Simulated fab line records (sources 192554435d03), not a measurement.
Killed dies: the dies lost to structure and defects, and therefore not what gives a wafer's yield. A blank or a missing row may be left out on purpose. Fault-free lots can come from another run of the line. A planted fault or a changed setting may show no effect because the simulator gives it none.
Code-filled problem report in 8D (eight disciplines) form || flow n5Finfet || the parts of the form that need people (team, actions taken, sign-off) are left out

1. THE ISSUE
biasW at N5_BEOL_M5_VIA_ETCH_34 reads a mean of 163.2 W on 9 wafers of 3 lots; wafers without a fault read 185.0 W with a standard deviation of 0.55. Relative to the usual mean, that is a shift of -40 standard deviations.
The step: etches SiCOH lowk in C4F6/O2, target depth 88.3 nm, time 39.2 s.
First seen on wafer L835.2, day 10 15:49, on rieDiel-04. The record holds 21 wafers of 7 lots with a number at this step. Rule for "out" (also "out of limits"): further than 4 standard deviations from the usual mean. Any other wafer with a number is counted as sound.

2. WHAT IT IS AND WHAT IT IS NOT
{"question": "which readings at this step", "is": "biasW, rfVppV", "is not": "oesProductAu, showerheadPlenumPTorr, throttleValvePct"}
{"question": "which lots", "is": "L835, L839, L840", "is not": "L827, L828, L841, L846"}
{"question": "which wafers of those lots", "is": "all that have a number", "is not": "-"}
{"question": "read on which tools", "is": "rieDiel-04", "is not": "rieDiel-05, rieDiel-06"}
{"question": "when", "is": "from day 10 15:49", "is not": "up to then (6 sound wafers); but 6 sound wafers of L841, L846 came after"}

3. SUSPECTS, AND WHAT RULES EACH OUT
Counting: a tool at any process step up to the reading remains a suspect when it ran all the lots that are out and ran no sound lot after the first of those.
- rieDiel-04 at N5_BEOL_M5_DESCUM_33 (chemistry O2, time 7 s): kept. It ran every lot that is out, first L835 (day 10 15:38), and no sound lot after that; its last sound lot up to then is L828 (day 9 06:32).
- rieDiel-04 at N5_BEOL_M5_ETCH_75 (etches underlayer in N2/H2, target depth 6.5 nm, time 5.2 s): kept. It ran every lot that is out, first L835 (day 10 15:41), and no sound lot after that; its last sound lot up to then is L828 (day 9 06:34).
- rieDiel-04 at N5_BEOL_M5_ETCH_67 (etches SiARC in CF4, target depth 15.6 nm, time 26 s): kept. It ran every lot that is out, first L835 (day 10 15:42), and no sound lot after that; its last sound lot up to then is L828 (day 9 06:35).
- rieDiel-04 at N5_BEOL_M5_ETCH_68 (etches SOC in N2/H2, target depth 80 nm, overetch 16 nm, time 120 s): kept. It ran every lot that is out, first L835 (day 10 15:43), and no sound lot after that; its last sound lot up to then is L828 (day 9 06:37).
- rieDiel-04 at N5_BEOL_M5_VIA_ETCH_34 (etches SiCOH lowk in C4F6/O2, target depth 88.3 nm, time 39.2 s): kept. It ran every lot that is out, first L835 (day 10 15:49), and no sound lot after that; its last sound lot up to then is L828 (day 9 06:43). On those wafers its own readings are out: biasW, rfVppV.
Left after counting: rieDiel-04 at N5_BEOL_M5_DESCUM_33, rieDiel-04 at N5_BEOL_M5_ETCH_75, rieDiel-04 at N5_BEOL_M5_ETCH_67, rieDiel-04 at N5_BEOL_M5_ETCH_68, rieDiel-04 at N5_BEOL_M5_VIA_ETCH_34.

4. THE CAUSE (what the simulator had put in)
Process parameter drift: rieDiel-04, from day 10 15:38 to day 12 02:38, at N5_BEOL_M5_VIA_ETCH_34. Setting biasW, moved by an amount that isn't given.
After counting, 5 suspects remain, this tool included.

5. SEQUENCE OF EFFECTS, ordered by route
Each row: a reading where the mean over the struck wafers with a number is more than 3 standard deviations away from the usual. Only readings for which the record gives a usual standard deviation are gone through. hours: the time from each lot's start at the first step in this table that gives one to its start at this step, as a median over the lots. sigmas: the change in usual standard deviations.
{"hours": 0, "step": "N5_BEOL_M5_VIA_ETCH_34", "reading": "biasW", "usual": "185.0 W", "on struck wafers": 163.2, "change": -21.8, "sigmas": -40}
{"hours": 0, "step": "N5_BEOL_M5_VIA_ETCH_34", "reading": "rfVppV", "usual": "667 V", "on struck wafers": 597, "change": -70, "sigmas": -8.3}
Here are the process steps it includes:
- N5_BEOL_M5_VIA_ETCH_34: etches SiCOH lowk in C4F6/O2, target depth 88.3 nm, time 39.2 s.

6. WHAT WOULD HAVE CAUGHT IT SOONER
First out-of-limits reading in this record: day 10 15:49, which is 0 hours after fault onset at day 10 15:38.
